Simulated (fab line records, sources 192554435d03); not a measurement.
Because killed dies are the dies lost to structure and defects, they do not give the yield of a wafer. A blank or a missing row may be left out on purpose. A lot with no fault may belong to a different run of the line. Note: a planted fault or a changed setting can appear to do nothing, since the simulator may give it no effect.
Chamber matching	flow n5 finfet	rie si-02 running N5_STI_FIN_REVEAL_ETCH_34: 4 sister chambers
The step etches Si in H2, material Si, target depth 0.97 nm. 8 wafers are shown with their chamber, then 10 later ones without.

## WAFERS PAIRED WITH THEIR CHAMBERS
wafer	chamber	throttle valve pct (%)	drypump motor current A (A)
L078.6	1	25.60	5.7
L081.4	3	25.78	6.2
L081.6	1	25.62	5.8
L083.1	2	25.48	6.0
L083.2	3	25.78	6.1
L083.4	0	25.73	5.9
L084.3	0	25.76	5.9
L084.5	2	25.50	6.0

## WAFERS WITH NO CHAMBER GIVEN
wafer	throttle valve pct (%)	drypump motor current A (A)
L084.6	25.78	6.2
L089.2	25.74	5.9
L089.3	25.49	6.0
L089.6	25.61	5.7
L091.4	25.50	5.9
L091.5	25.74	5.9
L091.6	25.60	5.8
L094.2	25.75	5.9
L094.3	25.79	6.2
L094.4	25.61	5.8

## THE CHAMBER EACH PASSED THROUGH
wafer	from the rows above	in truth
L084.6	3	3
L089.2	0	0
L089.3	2	2
L089.6	1	1
L091.4	2	2
L091.5	0	0
L091.6	1	1
L094.2	0	0
L094.3	3	3
L094.4	1	1
Placed correctly: 10 of 10. Not placeable from these rows: 0. 0 placed wrongly.
How it was worked out, from the rows above alone: a wafer's distance from a chamber is the root of the sum, over the readings, of the square of ((its reading less the chamber's mean) divided by the reading's scatter). The wafer belongs to the nearest chamber; if the next one is less than 2 further off, it can't be placed. The mean given for a chamber averages the wafers shown for that chamber. How the scatter is found: for the shown wafers, subtract from each reading the mean of its chamber, square and add these, divide the total by (wafers less chambers), then take the root.
